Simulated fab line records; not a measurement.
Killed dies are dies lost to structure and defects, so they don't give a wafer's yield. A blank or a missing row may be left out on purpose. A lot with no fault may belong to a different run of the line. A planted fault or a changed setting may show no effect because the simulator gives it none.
fab line records ; flow nand-harc
record: lots: 6; wafers: 18; last-day: 33
route steps=1302 shown A_CONTACT@990 END@1302
lots that met no fault: from a run of the same line without faults
start-h: hours from the record's first day to the start of the lot's first wafer shown ; wait-h: time in hours since the lot's previous step ; " the same as in the row above ; L1.1+2: a single row standing in for several wafers ; - no value, or no start given ; * or withheld: withheld ; < > ~ a bound
route shown NAME@n: NAME is a module with steps in the file, n the number in the route of the first one ; usual: average and standard deviation across the fault-free wafers ; same: alike in all rows ; chamber/n: place in a boat ; sites: readings site by site ; _std_site: their standard deviation ; _edge_site: the outer-site mean with the inner-site mean subtracted ; radius-mm: how far each site lies from the wafer's centre ; mask NAME#n: copy n ; behind: the most recent tool/chamber to have shaped the wafer ; hold: the reason the lot was held/the length of the hold in hours/how it ended ; device: transistor that didn't switch, given as n, p or np ; end of line: the route-end tests of the same wafers ; a step with no rows: only its recipe ; killed: at the first sort, the dies lost to defects and structure; wafer yield is something else ; map: per-die view of a wafer (x killed, . not killed, _ where there is no die)
set.NAME: the setting as run; set.NAME@STEP: as run at that earlier step ; model.NAME: the simulator's own value behind a step, which no gauge read
a table for each step, a row for each wafer; lots at some steps of the route
services: a tool's chamber out of use, with start hour (start-h, from the record's first day; less than 0 if before it), hours out, and reason
== steps ==
step: NHARC_A_CONTACT_COAT_35
recipe: temp-c: 225; time-s: 65
step: NHARC_A_CONTACT_COAT_36
recipe: spin-rpm: 1500; resist-thk-nm: 90
step: NHARC_A_CONTACT_SOFTBAKE_37
recipe: temp-c: 105; time-s: 55
step: NHARC_A_CONTACT_EBR_38
step: NHARC_A_CONTACT_EXPOSE_39
recipe: na: 1.35; sigma-outer: 0.8; dose-mj: 58.79; mask-id: A_CC_3
step: NHARC_A_CONTACT_PEB_40
recipe: peb-temp-c: 100; peb-time-s: 65
step: NHARC_A_CONTACT_DEVELOP_41
recipe: develop-time-s: 35; dev-temp-c: 23
step: NHARC_A_CONTACT_CD_MEAS_42
recipe: target-cd-nm: 300; landing-energy-ev: 500
usual: cd-nm: 300.0/0.62
lot.wafer;tool;chamber;start-h;wait-h;cd-nm
L299.4;cd-sem-01;0;563.66;-;300.5
L299.5;cd-sem-01;0;563.66;-;300.0
L299.6;cd-sem-01;0;563.66;-;300.3
L301.1;cd-sem-03;0;587.11;-;300.7
L301.5;cd-sem-03;0;587.11;-;300.7
L301.6;cd-sem-03;0;587.11;-;299.8
L307.3;cd-sem-02;0;632.11;-;299.2
L307.4;cd-sem-02;0;632.11;-;300.8
L307.5;cd-sem-02;0;632.11;-;300.3
L308.1;cd-sem-01;0;633.14;-;300.0
L308.3;cd-sem-01;0;633.14;-;300.4
L308.4;cd-sem-01;0;633.14;-;299.3
L310.2;cd-sem-01;0;662.74;-;300.3
L310.3;cd-sem-01;0;662.74;-;300.1
L310.4;cd-sem-01;0;662.74;-;299.2
L316.3;cd-sem-02;0;720.40;-;299.9
L316.4;cd-sem-02;0;720.40;-;299.1
L316.6;cd-sem-02;0;720.40;-;299.7
step: NHARC_A_CONTACT_OVL_MEAS_43
usual: overlay-x-nm: -0.1/0.78; overlay-y-nm: -0.2/0.9
lot.wafer;tool;chamber;start-h;wait-h;overlay-x-nm;overlay-y-nm
L299.4;overlay-01;-;563.75;-;-0.7;1.1
L299.5;overlay-01;-;563.75;-;-1.5;0.4
L299.6;overlay-01;-;563.75;-;-1.0;0.6
L301.1;overlay-02;-;587.19;-;-1.2;-0.7
L301.5;overlay-02;-;587.19;-;-0.7;0.2
L301.6;overlay-02;-;587.19;-;-0.3;-0.3
L307.3;overlay-02;-;632.20;-;0.2;-0.2
L307.4;overlay-02;-;632.20;-;-0.7;0.1
L307.5;overlay-02;-;632.20;-;-0.6;0.7
L308.1;overlay-01;-;633.23;-;0.8;-0.4
L308.3;overlay-01;-;633.23;-;-0.1;-0.6
L308.4;overlay-01;-;633.23;-;0.7;-0.3
L310.2;overlay-01;-;662.83;-;0.0;0.1
L310.3;overlay-01;-;662.83;-;0.3;0.2
L310.4;overlay-01;-;662.83;-;0.2;0.1
L316.3;overlay-02;-;720.48;-;0.0;0.5
L316.4;overlay-02;-;720.48;-;-0.1;-0.1
L316.6;overlay-02;-;720.48;-;0.1;-0.1
step: NHARC_A_CONTACT_INSPECT_44
usual: raw-defect-count: 71/40
lot.wafer;tool;chamber;start-h;wait-h;raw-defect-count
L299.4;defect-inspect-01;-;563.78;0.0;25
L299.5;defect-inspect-01;-;563.78;0.0;24
L299.6;defect-inspect-01;-;563.78;0.0;18
L301.1;defect-inspect-01;-;587.23;0.0;86
L301.5;defect-inspect-01;-;587.23;0.0;76
L301.6;defect-inspect-01;-;587.23;0.0;72
L307.3;defect-inspect-01;-;632.24;0.0;68
L307.4;defect-inspect-01;-;632.24;0.0;65
L307.5;defect-inspect-01;-;632.24;0.0;63
L308.1;defect-inspect-02;-;633.27;0.0;43
L308.3;defect-inspect-02;-;633.27;0.0;44
L308.4;defect-inspect-02;-;633.27;0.0;66
L310.2;defect-inspect-01;-;662.88;0.1;44
L310.3;defect-inspect-01;-;662.88;0.1;45
L310.4;defect-inspect-01;-;662.88;0.1;48
L316.3;defect-inspect-02;-;720.52;0.0;43
L316.4;defect-inspect-02;-;720.52;0.0;65
L316.6;defect-inspect-02;-;720.52;0.0;82
step: NHARC_A_CONTACT_DESCUM_47
recipe: time-s: 3; o2-flow-sccm: 200; ar-flow-sccm: 0; bias-power-w: 0; chemistry: O2
usual: drypump-motor-current-A: 5.8/0.47; oes-product-au: 1.001/0.011; rf-vpp-V: 57.8/0.95; showerhead-plenum-p-Torr: 1.90/0.08; throttle-valve-pct: 11.311/0.0085
same: bias-power-w: 0
lot.wafer;tool;chamber;start-h;wait-h;drypump-motor-current-A;oes-product-au;rf-hours-counter-h;rf-vpp-V;showerhead-plenum-p-Torr;throttle-valve-pct
L299.4;rie-diel-08;3;563.84;0.1;5.7;1.007;0;55.8;1.94;11.320
L299.5;rie-diel-08;3;563.84;0.1;5.7;1.004;-;57.2;1.94;11.302
L299.6;rie-diel-08;0;563.84;0.1;6.3;0.994;-;58.3;1.86;11.311
L301.1;rie-diel-13;3;587.29;0.1;5.4;1.011;21;59.3;2.07;11.303
L301.5;rie-diel-13;1;587.29;0.1;5.9;1.000;-;58.2;1.94;11.316
L301.6;rie-diel-13;2;587.29;0.1;5.3;0.981;-;56.9;1.80;11.320
L307.4;rie-diel-08;3;632.30;0.1;5.7;1.000;12;57.8;1.94;11.299
L307.3;rie-diel-08;1;632.30;0.1;6.0;0.997;10;57.7;1.86;11.324
L307.5;rie-diel-08;2;632.30;0.1;6.1;1.012;-;58.4;1.79;11.302
L308.3;rie-diel-02;1;633.33;0.1;6.4;0.981;18;58.2;2.05;11.316
L308.4;rie-diel-02;2;633.33;0.1;5.4;1.000;19;58.1;1.89;11.306
L308.1;rie-diel-02;3;633.33;0.1;4.7;1.001;19;55.4;1.91;11.316
L310.4;rie-diel-08;3;662.94;0.1;5.7;0.988;15;57.8;1.94;11.321
L310.3;rie-diel-08;0;662.94;0.1;6.3;0.986;15;57.2;1.86;11.298
L310.2;rie-diel-08;2;662.94;0.1;6.1;1.011;17;57.2;1.79;11.319
L316.3;rie-diel-08;3;720.59;0.1;5.7;0.993;23;59.5;1.94;11.313
L316.4;rie-diel-08;0;720.59;0.1;6.3;1.002;23;59.1;1.86;11.318
L316.6;rie-diel-08;3;720.59;0.1;5.7;0.998;-;57.4;1.93;11.315
step: NHARC_A_CONTACT_ETCH_48
recipe: target-depth-a: 390; over-etch-frac: 0.3; time-s: 65; ion-energy-ev: 80; cf4-flow-sccm: 150; ar-flow-sccm: 0; rf-w: 300; bias-w: 100; chemistry: CF4
usual: cf4-flow-sccm: 150.0/0.46; drypump-motor-current-A: 5.8/0.47; oes-product-au: 1.001/0.011; rf-vpp-V: 151.0/1.1; showerhead-plenum-p-Torr: 1.75/0.067; throttle-valve-pct: 13.283/0.0088
lot.wafer;tool;chamber;start-h;wait-h;cf4-flow-sccm;drypump-motor-current-A;oes-product-au;rf-hours-counter-h;rf-vpp-V;showerhead-plenum-p-Torr;throttle-valve-pct
L299.4;rie-diel-08;0;563.94;0.1;150.6;6.3;0.993;1;150.1;1.73;13.280
L299.5;rie-diel-08;2;563.94;0.1;150.1;6.1;1.003;-;149.0;1.66;13.291
L299.6;rie-diel-08;3;563.94;0.1;149.9;5.7;1.001;-;152.0;1.79;13.290
L301.1;rie-diel-13;2;587.41;0.1;150.1;5.3;0.994;20;151.1;1.67;13.289
L301.6;rie-diel-13;3;587.41;0.1;150.0;5.4;1.009;-;153.0;1.90;13.279
L301.5;rie-diel-13;1;587.41;0.1;150.5;5.9;1.003;-;151.4;1.79;13.281
L307.4;rie-diel-08;1;632.38;0.1;150.2;6.0;0.990;10;151.9;1.72;13.289
L307.3;rie-diel-08;3;632.38;0.1;149.9;5.7;0.996;12;151.8;1.79;13.270
L307.5;rie-diel-08;2;632.38;0.1;149.7;6.1;1.007;-;150.3;1.66;13.281
L308.3;rie-diel-02;1;633.42;0.1;150.4;6.4;0.991;18;153.1;1.89;13.282
L308.1;rie-diel-02;2;633.42;0.1;149.6;5.4;1.008;19;150.7;1.75;13.270
L308.4;rie-diel-02;3;633.42;0.1;150.5;4.7;1.008;19;151.2;1.76;13.284
L310.2;rie-diel-08;3;663.03;0.1;150.4;5.7;0.995;15;152.2;1.79;13.273
L310.3;rie-diel-08;0;663.03;0.1;150.7;6.3;0.993;15;150.6;1.72;13.292
L310.4;rie-diel-08;1;663.03;0.1;149.9;6.0;0.997;14;150.5;1.72;13.277
L316.3;rie-diel-08;3;720.67;0.1;149.5;5.7;0.993;23;152.4;1.79;13.287
L316.4;rie-diel-08;2;720.67;0.1;150.4;6.1;1.008;25;149.6;1.66;13.275
L316.6;rie-diel-08;0;720.67;0.1;150.3;6.3;0.982;-;150.0;1.72;13.275
step: NHARC_A_CONTACT_ETCH_49
recipe: target-depth-a: 2600; over-etch-frac: 0.3; time-s: 475.3; ion-energy-ev: 200; n2-flow-sccm: 150; h2-flow-sccm: 150; ar-flow-sccm: 0; rf-w: 400; bias-w: 150; chemistry: N2/H2
usual: drypump-motor-current-A: 5.8/0.46; n2-flow-sccm: 150.0/0.47; oes-product-au: 1.001/0.0096; rf-vpp-V: 430.1/2.5; showerhead-plenum-p-Torr: 2.03/0.089; throttle-valve-pct: 14.171/0.0093
lot.wafer;tool;chamber;start-h;wait-h;drypump-motor-current-A;n2-flow-sccm;oes-product-au;rf-hours-counter-h;rf-vpp-V;showerhead-plenum-p-Torr;throttle-valve-pct
L299.4;rie-diel-08;1;564.12;-;6.1;149.5;0.987;1;428.6;1.99;14.163
L299.6;rie-diel-08;2;564.12;-;6.1;150.1;1.009;-;426.7;1.91;14.178
L299.5;rie-diel-08;3;564.12;-;5.7;150.0;1.004;-;431.0;2.07;14.174
L301.1;rie-diel-13;3;587.50;-;5.4;150.4;1.020;21;433.2;2.21;14.158
L301.6;rie-diel-13;1;587.50;-;5.9;150.6;1.013;-;431.5;2.07;14.159
L301.5;rie-diel-13;2;587.50;-;5.3;149.3;0.990;-;427.4;1.92;14.173
L307.3;rie-diel-08;0;632.54;-;6.3;150.5;0.844;12;428.3;1.98;14.164
L307.4;rie-diel-08;1;632.54;-;6.0;150.8;0.845;10;429.0;1.98;14.166
L307.5;rie-diel-08;2;632.54;-;6.2;150.1;0.857;-;427.4;1.90;14.167
L308.3;rie-diel-02;1;633.54;-;6.4;150.3;0.987;18;434.3;2.19;14.161
L308.4;rie-diel-02;2;633.54;-;5.4;150.2;1.004;19;429.9;2.01;14.172
L308.1;rie-diel-02;3;633.54;-;4.8;149.5;0.990;19;430.6;2.03;14.161
L310.3;rie-diel-08;3;663.12;-;5.7;149.2;0.845;15;431.3;2.07;14.166
L310.4;rie-diel-08;0;663.12;-;6.3;149.5;0.847;15;429.4;1.98;14.155
L310.2;rie-diel-08;2;663.12;-;6.1;150.0;0.850;17;425.7;1.90;14.168
L316.3;rie-diel-08;2;720.76;-;6.1;149.8;1.007;25;427.5;1.90;14.178
L316.4;rie-diel-08;0;720.76;-;6.3;149.5;0.992;23;429.2;1.98;14.169
L316.6;rie-diel-08;3;720.76;-;5.7;150.4;0.993;-;431.3;2.06;14.178
step: NHARC_A_CONTACT_ETCH_50
recipe: target-depth-a: 1210; time-s: 60.5; cf4-flow-sccm: 100; chf3-flow-sccm: 30; ar-flow-sccm: 0; rf-w: 500; bias-w: 200; chemistry: CF4/CHF3
usual: cf4-flow-sccm: 100.0/0.31; drypump-motor-current-A: 5.8/0.46; oes-product-au: 0.952/0.022; rf-vpp-V: 370.3/2.2; showerhead-plenum-p-Torr: 1.56/0.063; throttle-valve-pct: 16.803/0.0091
lot.wafer;tool;chamber;start-h;wait-h;cf4-flow-sccm;drypump-motor-current-A;oes-product-au;rf-hours-counter-h;rf-vpp-V;showerhead-plenum-p-Torr;throttle-valve-pct
L299.4;rie-diel-08;0;-;-;99.9;6.3;0.956;1;369.7;1.54;16.801
L299.6;rie-diel-08;3;-;-;99.8;5.7;0.962;-;369.7;1.60;16.796
L299.5;rie-diel-08;0;-;-;100.2;6.3;0.951;-;368.8;1.54;16.815
L301.1;rie-diel-13;2;-;-;100.3;5.3;0.918;20;367.7;1.49;16.809
L301.5;rie-diel-13;1;-;-;100.5;5.9;0.934;-;372.7;1.59;16.794
L301.6;rie-diel-13;2;-;-;100.0;5.3;0.910;-;367.2;1.49;16.791
L307.3;rie-diel-08;3;-;-;100.2;5.7;0.954;12;371.3;1.59;16.812
L307.4;rie-diel-08;0;-;-;100.3;6.3;0.955;12;369.0;1.53;16.798
L307.5;rie-diel-08;3;-;-;99.8;5.7;0.945;-;371.9;1.59;16.797
L308.1;rie-diel-02;2;-;-;100.2;5.4;0.974;19;370.2;1.56;16.785
L308.3;rie-diel-02;3;-;-;100.4;4.7;0.993;19;369.7;1.57;16.807
L308.4;rie-diel-02;0;-;-;100.2;5.2;0.992;19;372.5;1.60;16.810
L310.3;rie-diel-08;2;-;-;100.0;6.2;0.993;17;367.4;1.48;16.800
L310.4;rie-diel-08;3;-;-;100.2;5.7;0.957;16;371.0;1.59;16.802
L310.2;rie-diel-08;0;-;-;100.1;6.3;0.958;16;369.3;1.53;16.812
L316.4;rie-diel-08;3;-;-;99.9;5.7;0.960;23;371.3;1.59;16.813
L316.3;rie-diel-08;0;-;-;100.2;6.3;0.976;24;370.6;1.53;16.803
L316.6;rie-diel-08;3;-;-;99.7;5.7;0.962;-;371.2;1.59;16.796
step: NHARC_END_SORT_01
recipe: temp-c: 25
usual: killed-at-array: 46/16; killed-at-other: 0.9/1.3; killed-at-periphery: 4.1/3; killed-dies: 51/17; killed-open: 3.5/1.8; killed-short: 2.5/1.8
same: gross-dies: 677
lot.wafer;tool;chamber;start-h;wait-h;hold;killed-at-array;killed-at-other;killed-at-periphery;killed-dies;killed-open;killed-short
L299.4;prober-01;0;638.95;3.4;-;33;0;2;35;2;3
L299.5;prober-01;0;639.74;3.6;-;33;1;0;34;2;1
L299.6;prober-01;0;640.52;3.9;-;16;0;2;18;0;0
L301.1;prober-02;0;658.73;2.5;-;52;0;9;61;1;3
L301.5;prober-02;0;661.94;3.7;-;52;2;10;64;4;5
L301.6;prober-02;0;662.75;4.0;-;45;0;6;51;4;3
L308.1;prober-01;0;705.65;2.5;-;30;0;5;35;3;1
L308.3;prober-01;0;707.27;3.1;-;42;0;5;47;2;1
L308.4;prober-01;0;708.07;3.4;-;46;0;11;57;5;4
L307.3;prober-02;0;707.28;3.1;await-dispo/2.1h/release;72;0;2;74;3;3
L307.4;prober-02;0;708.09;3.4;await-dispo/2.1h/release;89;1;2;92;2;3
L307.5;prober-02;0;708.91;3.7;await-dispo/2.1h/release;52;1;1;54;2;2
L310.2;prober-01;0;742.98;2.8;await-dispo/2.5h/release;79;0;0;79;3;1
L310.3;prober-01;0;743.76;3.1;await-dispo/2.5h/release;63;0;6;69;3;0
L310.4;prober-01;0;744.55;3.4;await-dispo/2.5h/release;147;0;2;149;7;2
L316.3;prober-01;0;792.52;3.1;-;50;4;1;55;3;4
L316.4;prober-01;0;793.32;3.4;-;51;3;1;55;7;2
L316.6;prober-01;0;794.93;4.0;-;63;1;3;67;6;4
killed by level:class
L299.4 A_CHANNEL_HOLE_D2:chamber-film-flake=9 A_CONTACT:chamber-film-flake=7 A_BLC:chamber-film-flake=6 A_ONON_D2:geometric-particle:short=2 A_ZERO_WELL:chamber-film-flake=2 A_CHANNEL_HOLE_D1:chamber-film-flake=2 A_SLIT:chamber-film-flake=2 P_GATE:geometric-particle:open=1
L299.5 A_CHANNEL_HOLE_D2:chamber-film-flake=15 A_CONTACT:chamber-film-flake=7 A_CHANNEL_HOLE_D1:chamber-film-flake=3 A_BLC:chamber-film-flake=3 A_ONON_D2:geometric-particle:open=1 A_WL_FILL:geometric-particle:open=1 A_WL_FILL:geometric-particle:short=1 A_ZERO_WELL:chamber-film-flake=1
L299.6 A_CHANNEL_HOLE_D2:chamber-film-flake=7 A_CONTACT:chamber-film-flake=3 P_ZERO_WELL:chamber-film-flake=2 A_BLC:chamber-film-flake=2 A_ZERO_WELL:chamber-film-flake=1 A_CHANNEL_HOLE_D1:chamber-film-flake=1 A_CHANNEL_FILL_D2:chamber-film-flake=1 A_STAIRCASE:chamber-film-flake=1
L301.1 A_CHANNEL_HOLE_D1:chamber-film-flake=21 A_CHANNEL_HOLE_D2:chamber-film-flake=15 P_M2:chamber-film-flake=7 A_CONTACT:chamber-film-flake=6 A_CHANNEL_FILL_D2:chamber-film-flake=2 A_SLIT:chamber-film-flake=2 A_WL_FILL:chamber-film-flake=2 P_M0:geometric-particle:short=1
L301.5 A_CHANNEL_HOLE_D1:chamber-film-flake=29 A_CHANNEL_HOLE_D2:chamber-film-flake=13 P_GATE:chamber-film-flake=3 P_M2:chamber-film-flake=3 A_SGD_CUT:geometric-particle:short=2 A_M0:geometric-particle:open=2 P_STI:chamber-film-flake=2 P_M0:geometric-particle:short=1
L301.6 A_CHANNEL_HOLE_D1:chamber-film-flake=20 A_CHANNEL_HOLE_D2:chamber-film-flake=8 P_GATE:chamber-film-flake=3 A_CHANNEL_HOLE_D1:geometric-particle:open=2 P_M2:chamber-film-flake=2 A_CHANNEL_FILL_D1:chamber-film-flake=2 A_CHANNEL_FILL_D2:chamber-film-flake=2 A_STAIRCASE:chamber-film-flake=2
L308.1 A_CHANNEL_HOLE_D2:chamber-film-flake=15 A_CHANNEL_HOLE_D1:chamber-film-flake=5 A_CONTACT:chamber-film-flake=4 P_GATE:chamber-film-flake=2 P_GATE:geometric-particle:open=1 A_CHANNEL_FILL_D2:geometric-particle:open=1 A_WL_FILL:geometric-particle:short=1 A_WL_FILL:geometric-particle:open=1
L308.3 A_CHANNEL_HOLE_D2:chamber-film-flake=23 A_CHANNEL_HOLE_D1:chamber-film-flake=5 A_CONTACT:chamber-film-flake=4 P_ZERO_WELL:chamber-film-flake=2 P_GATE:chamber-film-flake=2 A_STAIRCASE:chamber-film-flake=2 A_CHANNEL_FILL_D2:chamber-film-flake=2 A_SLIT:chamber-film-flake=2
L307.3 A_SLIT:chamber-film-flake=29 A_CONTACT:area-etch=23 A_CHANNEL_HOLE_D1:chamber-film-flake=8 A_CONTACT:chamber-film-flake=3 A_WL_FILL:chamber-film-flake=2 P_M0:geometric-particle:open=1 A_CHANNEL_HOLE_D1:geometric-particle:open=1 A_ONON_D2:geometric-particle:short=1
L308.4 A_CHANNEL_HOLE_D2:chamber-film-flake=17 A_CHANNEL_HOLE_D1:chamber-film-flake=8 P_GATE:chamber-film-flake=6 A_CONTACT:chamber-film-flake=5 P_ZERO_WELL:chamber-film-flake=2 P_M2:chamber-film-flake=2 A_ZERO_WELL:chamber-film-flake=2 A_SGD_CUT:chamber-film-flake=2
L307.4 A_CONTACT:area-etch=52 A_SLIT:chamber-film-flake=18 A_CHANNEL_HOLE_D1:chamber-film-flake=8 A_CONTACT:chamber-film-flake=5 A_SGD_CUT:geometric-particle:open=2 P_M1:geometric-particle:short=1 A_DECK1_JOINT:geometric-particle:short=1 A_CHANNEL_HOLE_D2:geometric-particle:short=1
L307.5 A_SLIT:chamber-film-flake=18 A_CONTACT:area-etch=18 A_CHANNEL_HOLE_D1:chamber-film-flake=5 A_CONTACT:chamber-film-flake=3 A_ONON_D1:geometric-particle:short=1 A_CHANNEL_FILL_D2:geometric-particle:open=1 A_CHANNEL_FILL_D2:geometric-particle:short=1 A_M0:geometric-particle:open=1
L310.2 A_CONTACT:area-etch=33 A_CHANNEL_HOLE_D1:chamber-film-flake=15 A_STAIRCASE:chamber-film-flake=13 A_CHANNEL_HOLE_D2:chamber-film-flake=5 A_SLIT:chamber-film-flake=5 A_CHANNEL_HOLE_D1:geometric-particle:open=1 A_CHANNEL_FILL_D2:geometric-particle:open=1 A_WL_FILL:geometric-particle:short=1
L310.3 A_CHANNEL_HOLE_D1:chamber-film-flake=19 A_CONTACT:area-etch=19 A_STAIRCASE:chamber-film-flake=9 P_GATE:chamber-film-flake=5 A_WL_FILL:chamber-film-flake=5 A_CHANNEL_HOLE_D2:chamber-film-flake=2 A_CONTACT:chamber-film-flake=2 A_BONDPAD:chamber-film-flake=2
L310.4 A_CONTACT:area-etch=107 A_CHANNEL_HOLE_D1:chamber-film-flake=10 A_CHANNEL_HOLE_D2:chamber-film-flake=7 A_SLIT:chamber-film-flake=7 A_STAIRCASE:chamber-film-flake=6 P_CONTACT:geometric-particle:open=2 A_SOURCE_PLATE:geometric-particle:short=1 A_CHANNEL_FILL_D1:geometric-particle:open=1
L316.3 A_CHANNEL_HOLE_D2:chamber-film-flake=21 A_SLIT:chamber-film-flake=12 A_STAIRCASE:chamber-film-flake=8 A_CONTACT:chamber-film-flake=3 THIN_TSV:chamber-film-flake=3 P_CONTACT:geometric-particle:open=1 A_ONON_D1:geometric-particle:open=1 A_ONON_D2:geometric-particle:short=1
L316.4 A_CHANNEL_HOLE_D2:chamber-film-flake=16 A_STAIRCASE:chamber-film-flake=7 A_SLIT:chamber-film-flake=7 A_CONTACT:chamber-film-flake=7 A_ONON_D2:geometric-particle:open=2 A_CHANNEL_HOLE_D2:geometric-particle:open=2 A_CHANNEL_HOLE_D1:chamber-film-flake=2 THIN_TSV:chamber-film-flake=2
L316.6 A_CHANNEL_HOLE_D2:chamber-film-flake=21 A_SLIT:chamber-film-flake=16 A_CONTACT:chamber-film-flake=8 A_STAIRCASE:chamber-film-flake=4 A_SGD_CUT:chamber-film-flake=4 A_DECK1_JOINT:geometric-particle:open=2 A_WL_FILL:geometric-particle:open=2 P_M1:geometric-particle:short=1
map L307.4 (x killed, . not)
____________x____________
_________..x.x.._________
_______..x.x..x..x_______
______..........x.x______
_____..........x..xx_____
____..........xx.x..x____
____.............xx.x____
___............x.xxxx.___
___x.............x...x___
__....x.........x..x...__
__.................x.x.__
_......................._
_.................x.x..x_
_......................x_
_.............x...x....x_
_......................x_
x....x................x.x
.......................xx
......................x..
......................x.x
..............x........xx
_......................._
_.....................x._
_.....................x._
_......................x_
_......................x_
__.....................__
__..x..x...........x...__
___...xx..........x...___
___.............x...xx___
____.....x........xx.____
____.xxxx.x.x........____
_____xx.x.........xx_____
______xx..x.x.x....______
_______xxxx.x.x..._______
_________x....x._________
____________.____________
map L310.4 (x killed, . not)
____________.____________
_________......._________
_______.....x....._______
______.........x...______
_____...x.x........._____
____......x.....x....____
____.....x...x.......____
___...x.....x.........___
___....x.x...xx.......___
__.......x.x....x......__
__.x...xx.x.xx.x.x.....__
_.....xx.x.xx.x...x....._
_.....xx..xxxxx.x......._
_....xx.xxx.xxxxxx......_
_.....x..xx.xxx....x...._
_.....xx.xx.xxxx........_
..........x.x............
...xx..xxxxx.x........x..
........xxxxxx..x........
..x......x.x...x..xx.....
...x.x...xxx.x.x.x.......
_xxxx.....xx.x.xxxx....._
_x.....x..xxxxx....x...._
_xx......x.x............_
_xx...x..xx............._
_.x..x....x.x.x..x......_
__......x....x........x__
__..x..................__
___...x.xx......x...x.___
___.......x...........___
____..x..............____
____x.x.x............____
_____..............._____
______x..x.........______
_______...x......._______
_________......._________
____________.____________
== services ==
tool;chamber;start-h;hours;kind
rie-diel-08;-;544.80;9.0;pm
rie-diel-08;0;544.80;9.0;vent-cycle
rie-diel-08;1;544.80;9.0;vent-cycle
rie-diel-08;2;544.80;9.0;vent-cycle
rie-diel-08;3;544.80;9.0;vent-cycle
rie-diel-08;0;553.80;-;clean
rie-diel-08;1;553.80;-;clean
rie-diel-08;2;553.80;-;clean
rie-diel-08;3;553.80;-;clean
rie-diel-08;1;569.57;13.0;repair
rie-diel-02;-;570.85;9.0;pm
rie-diel-08;0;578.60;-;clean
rie-diel-08;2;578.60;-;clean
rie-diel-08;3;578.60;-;clean
rie-diel-13;0;585.30;4.4;repair
rie-diel-08;0;603.10;-;clean
rie-diel-08;1;603.10;-;clean
rie-diel-08;2;603.10;-;clean
rie-diel-08;3;603.10;-;clean
rie-diel-08;0;627.60;-;clean
rie-diel-08;1;627.60;-;clean
rie-diel-08;3;681.75;2.5;repair
rie-diel-13;-;698.23;9.0;pm
rie-diel-13;3;717.44;7.6;repair
== key ==
first-sign: step: NHARC_A_CONTACT_ETCH_49; reading: oes-product-au; direction: down; sigmas: 16; usual: 1.001; struck: 0.848
effect: step: NHARC_END_SORT_01; reading: killed-at-array; direction: up; sigmas: 2.3; usual: 46; struck: 84; wafers-moved: 3
more-kills-born-at: NHARC_A_CONTACT_ETCH_49@rie-diel-08: 252
met-at NHARC_A_CONTACT_ETCH_49
struck-wafers L307.3,L307.4,L307.5,L310.2,L310.3,L310.4
tester-left-out L307,L310
onset-between 564.12 632.54
fault: kind: process-parameter-drift; tool: rie-diel-08; chamber: -; onset-h: 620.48; steps: NHARC_A_CONTACT_ETCH_49; channel: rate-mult; offset: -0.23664; shape: step; end-h: 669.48
tester-left-out: of these lots the tester's yield and bins aren't shown, on N5 and GAA mostly nor the transistor test; their killed dies are dies lost to structure and defects alone, not to doping, threshold or leakage, so they don't give the yield
